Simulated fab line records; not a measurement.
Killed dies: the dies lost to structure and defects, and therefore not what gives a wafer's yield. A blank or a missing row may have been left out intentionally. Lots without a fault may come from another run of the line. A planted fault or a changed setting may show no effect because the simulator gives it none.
fab line records ; flow n5-finfet
record lots=13; wafers=36; last-day=17
route steps=1938 shown BEOL_M10@1504 PASSIVATION@1936
lots that met no fault: taken from a fault-free run of the same line
start-h: start of the lot's first displayed wafer, in hours after the record's first day ; wait-h: hours from the lot's prior step to this one ; " unchanged from the row above ; L1.1+2: a row that stands for several wafers ; - either no value or no given start ; * or withheld: withheld ; < > ~ a bound
route shown NAME@n: a module of which the file shows steps, and the number in the route of the first ; usual: average and standard deviation across the fault-free wafers ; same: alike in all rows ; chamber/n: place in a boat ; sites: readings site by site ; _std_site: the values' standard deviation ; _edge_site: mean of outer sites minus mean of inner sites ; radius-mm: how far each site lies from the wafer's centre ; mask NAME#n: copy n ; behind: the tool/chamber that last shaped the wafer ; hold: the reason the lot was held/the length of the hold in hours/how it ended ; device: whichever transistor did not switch (one of n, p or np) ; end of line: tests run on the same wafers once the route is complete ; step lacking rows: just its recipe ; killed: the dies lost at the first sort to structure and to defects; this is not the yield of the wafer ; map: a wafer's dies, x killed, . not, _ none there
set.NAME: setting as actually run; set.NAME@STEP: the setting as run at that earlier step ; model.NAME: the simulator's own value behind a step, which no gauge read
a sample of lots followed through the steps of the route, with each step as a table and each wafer as a row
services: a tool's chamber out of use, with start hour (start-h, from the record's first day; less than 0 if before it), hours out, and reason
## steps
# step N5_BEOL_M10_INSPECT_30
# recipe mode=adi; inspect-instrument=brightfield
# usual raw-defect-count=398/84
lot.wafer;tool;chamber;start-h;wait-h;raw-defect-count
L708.2;defect-inspect-01;-;213.61;0.0;341
L708.3;defect-inspect-01;-;213.61;0.0;398
L708.5;defect-inspect-01;-;213.61;0.0;262
L710.3;defect-inspect-01;-;231.75;0.0;403
L710.4;defect-inspect-01;-;231.75;0.0;515
L710.6;defect-inspect-01;-;231.75;0.0;564
L711.1;defect-inspect-01;-;233.12;0.0;461
L711.3;defect-inspect-01;-;233.12;0.0;510
L711.4;defect-inspect-01;-;233.12;0.0;496
L712.1;defect-inspect-01;-;240.83;0.0;409
L712.3;defect-inspect-01;-;240.83;0.0;317
L712.5;defect-inspect-01;-;240.83;0.0;453
L715.1;defect-inspect-02;-;257.42;0.0;403
L715.2;defect-inspect-02;-;257.42;0.0;358
L715.3;defect-inspect-02;-;257.42;0.0;643
L713.1;defect-inspect-01;-;258.78;0.0;281
L713.4;defect-inspect-01;-;258.78;0.0;355
L716.2;defect-inspect-01;-;267.81;0.0;377
L716.4;defect-inspect-01;-;267.81;0.0;384
L716.6;defect-inspect-01;-;267.81;0.0;375
L717.3;defect-inspect-01;-;280.85;0.0;294
L717.5;defect-inspect-01;-;280.85;0.0;280
L717.6;defect-inspect-01;-;280.85;0.0;340
L722.3;defect-inspect-02;-;304.69;0.0;413
L722.6;defect-inspect-02;-;304.69;0.0;474
L727.2;defect-inspect-02;-;338.59;0.0;333
L727.3;defect-inspect-02;-;338.59;0.0;411
L726.1;defect-inspect-01;-;338.76;0.0;315
L726.2;defect-inspect-01;-;338.76;0.0;313
L726.3;defect-inspect-01;-;338.76;0.0;385
L729.1;defect-inspect-02;-;346.31;0.0;387
L729.2;defect-inspect-02;-;346.31;0.0;300
L729.3;defect-inspect-02;-;346.31;0.0;292
L730.2;defect-inspect-02;-;349.10;0.0;531
L730.3;defect-inspect-02;-;349.10;0.0;420
L730.4;defect-inspect-02;-;349.10;0.0;487
# step N5_BEOL_M10_CD_MEAS_35
# recipe target-cd-nm=70; polarity=opening
# usual cd-nm=70.2/0.86
lot.wafer;tool;chamber;start-h;wait-h;cd-nm
L708.2;cd-sem-01;-;214.29;0.0;71.2
L708.3;cd-sem-01;-;214.29;0.0;70.9
L708.5;cd-sem-01;-;214.29;0.0;69.5
L710.3;cd-sem-03;-;232.70;0.0;69.9
L710.4;cd-sem-03;-;232.70;0.0;69.5
L710.6;cd-sem-03;-;232.70;0.0;70.1
L711.1;cd-sem-01;-;233.81;0.0;70.2
L711.3;cd-sem-01;-;233.81;0.0;69.5
L711.4;cd-sem-01;-;233.81;0.0;69.9
L712.1;cd-sem-01;-;241.51;0.0;69.7
L712.3;cd-sem-01;-;241.51;0.0;68.9
L712.5;cd-sem-01;-;241.51;0.0;70.0
L715.1;cd-sem-02;-;258.18;0.0;69.5
L715.2;cd-sem-02;-;258.18;0.0;69.7
L715.3;cd-sem-02;-;258.18;0.0;69.9
L713.1;cd-sem-02;-;259.47;0.0;70.3
L713.4;cd-sem-02;-;259.47;0.0;71.4
L716.2;cd-sem-02;-;268.49;0.0;70.2
L716.4;cd-sem-02;-;268.49;0.0;70.1
L716.6;cd-sem-02;-;268.49;0.0;69.3
L717.3;cd-sem-03;-;281.53;0.0;71.8
L717.5;cd-sem-03;-;281.53;0.0;71.5
L717.6;cd-sem-03;-;281.53;0.0;71.9
L722.3;cd-sem-02;-;305.37;0.0;69.6
L722.6;cd-sem-02;-;305.37;0.0;71.1
L727.2;cd-sem-02;-;339.27;0.0;69.8
L727.3;cd-sem-02;-;339.27;0.0;69.8
L726.1;cd-sem-03;-;339.44;0.0;69.2
L726.2;cd-sem-03;-;339.44;0.0;69.6
L726.3;cd-sem-03;-;339.44;0.0;68.7
L729.1;cd-sem-03;-;347.01;0.0;71.1
L729.2;cd-sem-03;-;347.01;0.0;70.7
L729.3;cd-sem-03;-;347.01;0.0;70.6
L730.2;cd-sem-02;-;350.04;0.0;71.2
L730.3;cd-sem-02;-;350.04;0.0;71.3
L730.4;cd-sem-02;-;350.04;0.0;70.5
# step N5_BEOL_M10_ALD_74
# recipe material=TaN; target-thk-a=20; temp-c=275; ald-precursor-family=PDMAT; ald-co-reactant=NH3; pressure-torr=3; carrier-flow-sccm=1500; pulse-time-s=2; purge-time-s=3; co-reactant-purge-time-s=2; co-reactant-pulse-time-s=3; ald-cycles=40; precursor-vessel-temp-c=75; precursor-vessel-pressure-torr=26.25; precursor-vessel-carrier-sccm=1000
# usual ald-cycles=40/0; heater-power-w=408/28
# same pulse-time-s=2
lot.wafer;tool;chamber;start-h;wait-h;ald-cycles;heater-power-w
L708.2;ald-metal-02;0;215.11;0.1;40;431
L708.3;ald-metal-02;3;215.11;0.1;40;390
L708.5;ald-metal-02;1;215.11;0.1;40;368
L710.3;ald-metal-01;0;234.16;0.0;40;397
L710.4;ald-metal-01;1;234.16;0.0;40;407
L710.6;ald-metal-01;3;234.16;0.0;40;400
L711.1;ald-metal-03;1;234.41;0.1;40;374
L711.3;ald-metal-03;2;234.41;0.1;40;427
L711.4;ald-metal-03;0;234.41;0.1;40;533
L712.1;ald-metal-02;1;242.22;0.1;40;375
L712.3;ald-metal-02;0;242.22;0.1;40;445
L712.5;ald-metal-02;0;242.22;0.1;40;443
L715.1;ald-metal-01;3;258.67;0.1;40;398
L715.2;ald-metal-01;1;258.67;0.1;40;413
L715.3;ald-metal-01;0;258.67;0.1;40;390
L713.1;ald-metal-02;3;261.90;0.0;40;394
L713.4;ald-metal-02;0;261.90;0.0;40;436
L716.2;ald-metal-02;3;269.19;0.1;40;395
L716.4;ald-metal-02;0;269.19;0.1;40;434
L716.6;ald-metal-02;3;269.19;0.1;40;398
L717.3;ald-metal-01;2;282.61;0.0;40;397
L717.5;ald-metal-01;1;282.61;0.0;40;424
L717.6;ald-metal-01;0;282.61;0.0;40;407
L722.3;ald-metal-02;3;306.12;0.0;40;390
L722.6;ald-metal-02;1;306.12;0.0;54;378
L727.2;ald-metal-02;2;339.99;0.1;54;413
L727.3;ald-metal-02;1;339.99;0.1;40;376
L726.1;ald-metal-02;3;340.45;0.1;40;396
L726.2;ald-metal-02;0;340.45;0.1;54;439
L726.3;ald-metal-02;1;340.45;0.1;40;373
L729.1;ald-metal-01;2;347.49;0.0;40;406
L729.2;ald-metal-01;3;347.49;0.0;40;395
L729.3;ald-metal-01;0;347.49;0.0;40;382
L730.2;ald-metal-01;0;351.23;0.2;40;395
L730.3;ald-metal-01;3;351.23;0.2;40;401
L730.4;ald-metal-01;1;351.23;0.2;40;413
# step N5_BEOL_M10_SPUTTER_48
# recipe material=Cu; target-thk-a=120; temp-c=-20; bias-v=60; power-w=26000; chamber-pressure-pa=0.13; time-s=2
# usual chamber-pressure-pa=0.13/0.00027; throttle-valve-pct=30.1/1.3
# same time-s=2
lot.wafer;tool;chamber;start-h;wait-h;chamber-pressure-pa;throttle-valve-pct
L708.2;pvd-sputter-03;-;215.63;0.1;0.13001;30.7
L708.3;pvd-sputter-03;-;215.63;0.1;0.13039;29.8
L708.5;pvd-sputter-03;-;215.63;0.1;0.12996;30.6
L710.3;pvd-sputter-02;-;234.76;0.1;0.1301;28.1
L710.4;pvd-sputter-02;-;234.76;0.1;0.12992;28.2
L710.6;pvd-sputter-02;-;234.76;0.1;0.13011;27.8
L711.1;pvd-sputter-02;-;235.93;0.2;0.1304;28.6
L711.3;pvd-sputter-02;-;235.93;0.2;0.1302;29.7
L711.4;pvd-sputter-02;-;235.93;0.2;0.1302;28.0
L712.1;pvd-sputter-02;-;242.77;0.1;0.13015;29.8
L712.3;pvd-sputter-02;-;242.77;0.1;0.1304;29.0
L712.5;pvd-sputter-02;-;242.77;0.1;0.12992;28.2
L715.1;pvd-sputter-02;-;259.27;0.2;0.12982;30.1
L715.2;pvd-sputter-02;-;259.27;0.2;0.13006;28.6
L715.3;pvd-sputter-02;-;259.27;0.2;0.12982;29.2
L713.1;pvd-sputter-02;-;262.53;0.1;0.1295;29.2
L713.4;pvd-sputter-02;-;262.53;0.1;0.13021;28.0
L716.2;pvd-sputter-01;-;269.76;0.1;0.12989;31.9
L716.4;pvd-sputter-01;-;269.76;0.1;0.12988;31.7
L716.6;pvd-sputter-01;-;269.76;0.1;0.1297;30.8
L717.3;pvd-sputter-02;-;283.25;0.1;0.12997;27.9
L717.5;pvd-sputter-02;-;283.25;0.1;0.12989;29.8
L717.6;pvd-sputter-02;-;283.25;0.1;0.13043;28.6
L722.3;pvd-sputter-03;-;306.77;0.1;0.12977;29.4
L722.6;pvd-sputter-03;-;306.77;0.1;0.12991;30.7
L727.2;pvd-sputter-01;-;340.59;0.1;0.1303;32.0
L727.3;pvd-sputter-01;-;340.59;0.1;0.13002;31.3
L726.1;pvd-sputter-01;-;341.01;0.1;0.1304;32.0
L726.2;pvd-sputter-01;-;341.01;0.1;0.13025;32.0
L726.3;pvd-sputter-01;-;341.01;0.1;0.12985;31.4
L729.1;pvd-sputter-02;-;348.04;0.1;0.12958;29.9
L729.2;pvd-sputter-02;-;348.04;0.1;0.12967;29.2
L729.3;pvd-sputter-02;-;348.04;0.1;0.1303;27.9
L730.2;pvd-sputter-03;-;353.76;1.8;0.13019;30.2
L730.3;pvd-sputter-03;-;353.76;1.8;0.12998;29.7
L730.4;pvd-sputter-03;-;353.76;1.8;0.12992;29.6
# step N5_PASSIVATION_PROBE_49
# usual defect-limited-yield=91.2/1.4; killed_at_M0_to_M3=32/10; killed_at_M4_up=14/6.2; killed-at-contacts=12/6.3; killed-at-front-end=42/13; killed-at-other=4/3.4; killed-dies=104/17; killed-open=67/12; killed-short=34/8.1; sort_bin_4_leakage=0.02/0.13; sort_bin_5_function=5.2/0.93; sort_bin_6_memory=3.2/0.65; sort_bin_8_speed=0.00/0.017; sort-n-pass=1075/16; sort-yield-pct=91.1/1.4
# same gross-dies=1180; killed-at-back-side=0
lot.wafer;tool;chamber;start-h;wait-h;defect-limited-yield[%];killed_at_M0_to_M3;killed_at_M4_up;killed-at-contacts;killed-at-front-end;killed-at-other;killed-dies;killed-open;killed-short;sort_bin_4_leakage[%];sort_bin_5_function[%];sort_bin_6_memory[%];sort_bin_8_speed[%];sort-n-pass;sort-yield-pct[%]
L708.2;prober-01;-;264.61;0.2;91.1;33;17;12;42;1;105;69;30;0;5.4;2.7;0;1075;91.1
L708.3;prober-01;-;264.66;0.2;90.1;44;11;18;43;1;117;83;29;0;6.4;3.0;0;1063;90.1
L708.5;prober-01;-;264.76;0.3;91.7;41;14;12;28;3;98;67;29;0;4.7;3.4;0;1082;91.7
L710.3;prober-01;-;288.44;0.2;91.2;20;13;9;56;6;104;69;26;0;4.7;3.2;0;1076;91.2
L710.4;prober-01;-;288.49;0.2;92.3;20;7;12;49;3;91;57;34;0;3.6;3.7;0;1089;92.3
L710.6;prober-01;-;288.59;0.3;93.2;21;10;13;35;1;80;58;22;0;4.2;2.3;0;1100;93.2
L715.1;prober-01;-;305.93;0.0;92.0;30;12;15;35;2;94;68;23;0;4.5;3.2;0;1086;92.0
L715.2;prober-01;-;305.98;0.1;93.2;28;9;6;35;2;80;45;34;0;3.6;2.5;0;1100;93.2
L715.3;prober-01;-;306.03;0.1;91.9;31;8;4;48;5;96;54;39;0;5.1;2.6;0;1084;91.9
L713.1;prober-01;-;309.16;0.0;91.4;29;11;8;51;2;101;65;34;0.08;4.9;3.4;0;1078;91.4
L713.4;prober-01;-;309.31;0.2;89.7;48;6;15;50;2;121;68;52;0;5.3;4.4;0;1059;89.7
L716.2;prober-02;-;325.38;0.1;93.2;19;14;7;34;6;80;45;26;0;3.4;2.4;0;1100;93.2
L716.4;prober-02;-;325.48;0.2;93.6;16;3;13;38;5;75;44;29;0;3.8;2.1;0;1105;93.6
L716.6;prober-02;-;325.58;0.3;92.7;27;8;19;32;0;86;46;33;0;4.1;2.5;0;1094;92.7
L722.3;prober-01;-;350.44;0.1;87.8;70;20;21;33;0;144;103;41;0;7.2;4.5;0;1036;87.8
L722.6;prober-01;-;350.59;0.3;90.8;44;19;8;37;1;109;71;37;0;5.4;3.2;0;1071;90.8
L727.2;prober-01;-;388.71;0.1;91.9;34;18;16;23;4;95;64;30;0;4.8;3.1;0;1085;91.9
L727.3;prober-01;-;388.76;0.1;91.5;42;18;6;32;2;100;69;25;0.68;5.0;3.0;0;1072;90.8
# killed by level:class
L708.2 MOL_CONTACT_COAG:geometric-particle:open=10 BEOL_M4:geometric-particle:open=9 FIN_SAQP:geometric-particle:open=7 BEOL_M0_SAQP:geometric-particle:open=7 STI_FIN_REVEAL:geometric-particle:open=6 HKMG_FIN:area-etch=6 FIN_SAQP:geometric-particle:short=5 BEOL_M1:geometric-particle:open=5
L708.3 MOL_CONTACT_COAG:geometric-particle:open=17 BEOL_M0_SAQP:geometric-particle:open=11 BEOL_M0_SAQP:geometric-particle:short=10 STI_FIN_REVEAL:geometric-particle:open=9 BEOL_M3:geometric-particle:open=9 DUMMY_GATE:geometric-particle:open=7 FIN_SAQP:geometric-particle:short=5 BEOL_M1:geometric-particle:open=5
L708.5 BEOL_M0_SAQP:geometric-particle:open=13 MOL_CONTACT_COAG:geometric-particle:open=9 BEOL_M1:geometric-particle:open=8 BEOL_M0_SAQP:geometric-particle:short=7 BEOL_M3:geometric-particle:open=7 BEOL_M4:geometric-particle:open=6 STI_FIN_REVEAL:geometric-particle:open=5 STARTING-WAFER:geometric-particle:short=5
L710.3 FIN_SAQP:geometric-particle:open=11 STI_FIN_REVEAL:geometric-particle:open=10 DUMMY_GATE:geometric-particle:open=8 MOL_CONTACT_COAG:geometric-particle:open=8 BEOL_M4:geometric-particle:open=7 HKMG_FIN:area-etch=7 FIN_SAQP:geometric-particle:short=5 BEOL_M3:geometric-particle:open=5
L710.4 STI_FIN_REVEAL:geometric-particle:open=10 MOL_CONTACT_COAG:geometric-particle:open=9 FIN_SAQP:geometric-particle:open=8 FIN_SAQP:geometric-particle:short=7 BEOL_M0:geometric-particle:open=7 STI_FIN_REVEAL:geometric-particle:short=5 GATE_CUT:geometric-particle:short=4 DUMMY_GATE:geometric-particle:open=3
L710.6 FIN_SAQP:geometric-particle:open=13 MOL_CONTACT_COAG:geometric-particle:open=12 STI_FIN_REVEAL:geometric-particle:open=5 BEOL_M3:geometric-particle:open=5 BEOL_M1:geometric-particle:open=4 BEOL_M2:geometric-particle:open=4 FIN_SAQP:geometric-particle:short=3 GATE_CUT:geometric-particle:short=3
L715.1 FIN_SAQP:geometric-particle:open=16 MOL_CONTACT_COAG:geometric-particle:open=14 BEOL_M2:geometric-particle:open=11 FIN_SAQP:geometric-particle:short=8 BEOL_M3:geometric-particle:open=7 BEOL_M7:geometric-particle:open=4 GATE_CUT:geometric-particle:open=3 BEOL_M0_SAQP:geometric-particle:short=3
L715.2 BEOL_M0_SAQP:geometric-particle:short=10 GATE_CUT:geometric-particle:open=7 FIN_SAQP:geometric-particle:short=6 STI_FIN_REVEAL:geometric-particle:open=6 BEOL_M2:geometric-particle:open=6 GATE_CUT:geometric-particle:short=4 BEOL_M0_SAQP:geometric-particle:open=4 FIN_SAQP:geometric-particle:open=3
L715.3 FIN_SAQP:geometric-particle:open=15 FIN_SAQP:geometric-particle:short=9 GATE_CUT:geometric-particle:short=6 BEOL_M0_SAQP:geometric-particle:short=6 BEOL_M2:geometric-particle:open=6 STI_FIN_REVEAL:geometric-particle:open=5 BEOL_M0_SAQP:geometric-particle:open=5 BEOL_M1:geometric-particle:open=4
L713.1 FIN_SAQP:geometric-particle:open=17 BEOL_M0_SAQP:geometric-particle:short=9 FIN_SAQP:geometric-particle:short=6 DUMMY_GATE:geometric-particle:open=5 ILD0:geometric-particle:open=5 MOL_CONTACT_COAG:geometric-particle:open=5 BEOL_M0_SAQP:geometric-particle:open=5 BEOL_M1:geometric-particle:open=5
L713.4 BEOL_M0_SAQP:geometric-particle:short=17 MOL_CONTACT_COAG:geometric-particle:open=12 BEOL_M0_SAQP:geometric-particle:open=12 BEOL_M1:geometric-particle:open=11 FIN_SAQP:geometric-particle:open=9 FIN_SAQP:geometric-particle:short=8 GATE_CUT:geometric-particle:short=8 STI_FIN_REVEAL:geometric-particle:open=4
L716.2 DUMMY_GATE:geometric-particle:open=9 HKMG_FIN:area-etch=8 BEOL_M1:geometric-particle:open=6 BEOL_M0_SAQP:geometric-particle:short=6 MOL_CONTACT_COAG:geometric-particle:open=5 BEOL_M4:geometric-particle:open=5 BEOL_M8:geometric-particle:open=5 GATE_CUT:geometric-particle:short=4
L716.4 DUMMY_GATE:geometric-particle:open=10 MOL_CONTACT_COAG:geometric-particle:open=8 FIN_SAQP:geometric-particle:open=7 FIN_SAQP:geometric-particle:short=6 BEOL_M0:geometric-particle:open=6 MOL_CONTACT_COAG:geometric-particle:short=5 GATE_CUT:geometric-particle:short=4 BEOL_M0:geometric-particle:short=4
L716.6 MOL_CONTACT_COAG:geometric-particle:open=14 DUMMY_GATE:geometric-particle:open=8 FIN_SAQP:geometric-particle:short=7 HKMG_FIN:area-etch=7 BEOL_M2:geometric-particle:open=6 MOL_CONTACT_COAG:geometric-particle:short=5 BEOL_M0_SAQP:geometric-particle:short=5 STARTING-WAFER:geometric-particle:short=5
L722.3 BEOL_M1:geometric-particle:open=32 MOL_CONTACT_COAG:geometric-particle:short=11 MOL_CONTACT_COAG:geometric-particle:open=10 BEOL_M0_SAQP:geometric-particle:open=9 BEOL_M2:geometric-particle:open=8 FIN_SAQP:geometric-particle:open=7 BEOL_M4:geometric-particle:open=7 BEOL_M0_SAQP:geometric-particle:short=7
L722.6 BEOL_M1:geometric-particle:open=17 FIN_SAQP:geometric-particle:short=13 FIN_SAQP:geometric-particle:open=10 BEOL_M3:geometric-particle:open=8 BEOL_M4:geometric-particle:open=7 GATE_CUT:geometric-particle:short=6 MOL_CONTACT_COAG:geometric-particle:open=6 BEOL_M5:geometric-particle:open=5
L727.2 BEOL_M0_SAQP:geometric-particle:open=10 MOL_CONTACT_COAG:geometric-particle:open=9 FIN_SAQP:geometric-particle:open=7 MOL_CONTACT_COAG:geometric-particle:short=7 GATE_CUT:geometric-particle:short=6 BEOL_M0_SAQP:geometric-particle:short=6 BEOL_M1:geometric-particle:open=6 BEOL_M2:geometric-particle:open=6
L727.3 BEOL_M0_SAQP:geometric-particle:open=11 BEOL_M1:geometric-particle:open=10 BEOL_M4:geometric-particle:open=8 BEOL_M2:geometric-particle:open=7 DUMMY_GATE:geometric-particle:open=5 GATE_CUT:geometric-particle:short=5 MOL_CONTACT_COAG:geometric-particle:open=5 BEOL_M0_SAQP:geometric-particle:short=4
## services
tool;chamber;start-h;hours;kind
ald-metal-01;2;230.46;4.9;repair
ald-metal-03;-;235.33;6.0;pm
ald-metal-02;-;274.41;0.6;repair
ald-metal-02;-;283.85;14.6;pm
ald-metal-03;-;295.87;0.8;repair
ald-metal-03;-;337.25;14.0;pm
ald-metal-03;0;337.25;14.0;vent-cycle
ald-metal-03;1;337.25;14.0;vent-cycle
ald-metal-03;2;337.25;14.0;vent-cycle
ald-metal-03;3;337.25;14.0;vent-cycle
ald-metal-03;0;351.25;-;clean
ald-metal-03;1;351.25;-;clean
ald-metal-03;2;351.25;-;clean
ald-metal-03;3;351.25;-;clean
## key
first-sign step=N5_BEOL_M10_ALD_74; reading=ald-cycles; direction=up; sigmas=99+; usual=*; struck=*
effect none on later readings
met-at N5_BEOL_M10_ALD_74
struck-lots L722,L726,L727
struck-wafers L722.6,L726.2,L727.2
not-acting-at N5_BEOL_M10_INSPECT_30,N5_BEOL_M10_CD_MEAS_35,N5_BEOL_M10_SPUTTER_48
onset-between 269.19 306.12
fault kind=process-parameter-drift; tool=ald-metal-02; chamber=-; onset-h=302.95; steps=N5_BEOL_M10_ALD_74; channel=ald-cycles; offset=*; shape=step; end-h=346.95; scope=struck-wafers-only; acts-in=*; stated=*
